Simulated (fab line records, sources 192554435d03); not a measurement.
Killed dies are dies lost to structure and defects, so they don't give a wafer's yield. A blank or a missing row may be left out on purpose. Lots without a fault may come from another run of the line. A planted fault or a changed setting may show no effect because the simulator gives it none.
Split-lot experiment | flow n5_finfet | 7 lots, 39 wafers read, on a route of 1938 steps

THE SPLIT
At N5_DUMMY_GATE_ETCH_42 (etches SiO2 in CHF3/O2, target depth 3.5 nm, time 31 s), the setting bias_w was moved away from the recipe's 12 W on 18 of the 39 wafers read, by -16.7% to +18.8%. The other wafers ran this setting at the recipe's value.

The reading is taken at the split's own step.

THE READING
rf_vpp_V, in V, at N5_DUMMY_GATE_ETCH_42 (etches SiO2 in CHF3/O2, target depth 3.5 nm, time 31 s). Fault-free wafers of this fab line usually give 42.4 V, standard deviation 0.87 V.

wafer  | tool, chamber at the split | bias_w as run, W | against the recipe | rf_vpp_V, V | against lot-mates on the recipe
L075.1 | rie_diel-05, 1             | 10.03            | -16.4%             | 36.8        | -4.6
L075.2 | rie_diel-05, 0             | 12               | recipe             | 41.1        | -
L075.3 | rie_diel-05, 2             | 12               | recipe             | 40.5        | -
L075.4 | rie_diel-05, 3             | 12               | recipe             | 42.7        | -
L075.5 | rie_diel-05, 1             | 10.03            | -16.4%             | 36.8        | -4.6
L075.6 | rie_diel-05, 2             | 10.03            | -16.4%             | 37.9        | -3.5
L076.1 | rie_diel-06, 1             | 10.68            | -11.0%             | 37.7        | -4.7
L076.2 | rie_diel-06, 2             | 12               | recipe             | 43.0        | -
L076.3 | rie_diel-06, 0             | 10.68            | -11.0%             | 38.1        | -4.3
L076.4 | rie_diel-06, 2             | 12               | recipe             | 41.1        | -
L076.5 | rie_diel-06, 0             | 10.68            | -11.0%             | 39.1        | -3.3
L076.6 | rie_diel-06, 1             | 12               | recipe             | 43.1        | -
L084.1 | rie_diel-06, 0             | 12               | recipe             | 42.4        | -
L084.2 | rie_diel-06, 2             | 12               | recipe             | 41.5        | -
L084.3 | rie_diel-06, 3             | 13.6             | +13.3%             | 46.8        | +4.8
L084.4 | rie_diel-06, 1             | 12               | recipe             | 42.2        | -
L084.5 | rie_diel-06, 0             | 13.6             | +13.3%             | 46.0        | +4.0
L084.6 | rie_diel-06, 1             | 13.6             | +13.3%             | 46.6        | +4.6
L087.1 | rie_diel-06, 2             | 12.78            | +6.5%              | 45.7        | +3.0
L087.2 | rie_diel-06, 0             | 12.78            | +6.5%              | 45.1        | +2.4
L087.3 | rie_diel-06, 1             | 12               | recipe             | 43.8        | -
L087.4 | rie_diel-06, 3             | 12               | recipe             | 42.9        | -
L087.5 | rie_diel-06, 0             | 12.78            | +6.5%              | 43.1        | +0.4
L087.6 | rie_diel-06, 3             | 12               | recipe             | 41.5        | -
L088.2 | rie_diel-05, 0             | 12               | recipe             | 42.5        | -
L088.3 | rie_diel-05, 2             | 12               | recipe             | 42.1        | -
L088.5 | rie_diel-05, 2             | 12               | recipe             | 41.3        | -
L091.1 | rie_diel-06, 3             | 12               | recipe             | 43.5        | -
L091.2 | rie_diel-06, 0             | 14.26            | +18.8%             | 47.0        | +4.3
L091.3 | rie_diel-06, 1             | 14.26            | +18.8%             | 48.0        | +5.3
L091.4 | rie_diel-06, 2             | 14.26            | +18.8%             | 47.3        | +4.6
L091.5 | rie_diel-06, 3             | 12               | recipe             | 43.1        | -
L091.6 | rie_diel-06, 2             | 12               | recipe             | 41.6        | -
L094.1 | rie_diel-06, 1             | 10               | -16.7%             | 37.3        | -6.0
L094.2 | rie_diel-06, 0             | 12               | recipe             | 42.7        | -
L094.3 | rie_diel-06, 3             | 10               | -16.7%             | 36.3        | -7.0
L094.4 | rie_diel-06, 2             | 12               | recipe             | 43.7        | -
L094.5 | rie_diel-06, 2             | 10               | -16.7%             | 37.6        | -5.7
L094.6 | rie_diel-06, 3             | 12               | recipe             | 43.5        | -

THE FIT
A straight line over all 39 wafers: rf_vpp_V changes by +0.308 V for each +1% of bias_w; r = +0.96; the points scatter about the line by 0.88 V.
The same after taking each lot's own level away (the mean of its wafers on the recipe; 39 wafers): +0.304 V for each +1%; r = +0.96; scatter 0.89 V.
On that fit, the largest move of bias_w shifts the reading by 5.7 V.
The lots' own levels span 41.43 to 43.30 V, that is 2.1 times the standard deviation above.
So the lot-to-lot level changes the slope little: the two slopes agree.
Check: with one of the wafers moved furthest among these (+18.8%) left out of the fit, the line predicts +5.77 V for it against its lot-mates. It came out at +4.27 V against them.
Tool readings at the split's step, against how far the setting was moved: rf_vpp_V r = +0.96.

OTHER SPLITS ON THESE WAFERS
These wafers also went through other splits before the reading. Each is held against what the fit with the lots' levels taken away leaves over:
other split on the same wafers | wafers away from the commonest value | r with rf_vpp_V (lot level and that fit taken away)
N5_FIN_CUT_CUT_ETCH_15 time_s  | 15                                   | -0.03

THE FILE'S OWN FIT
rf_vpp_V changes by +0.303 V for each +1% of bias_w, r = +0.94.
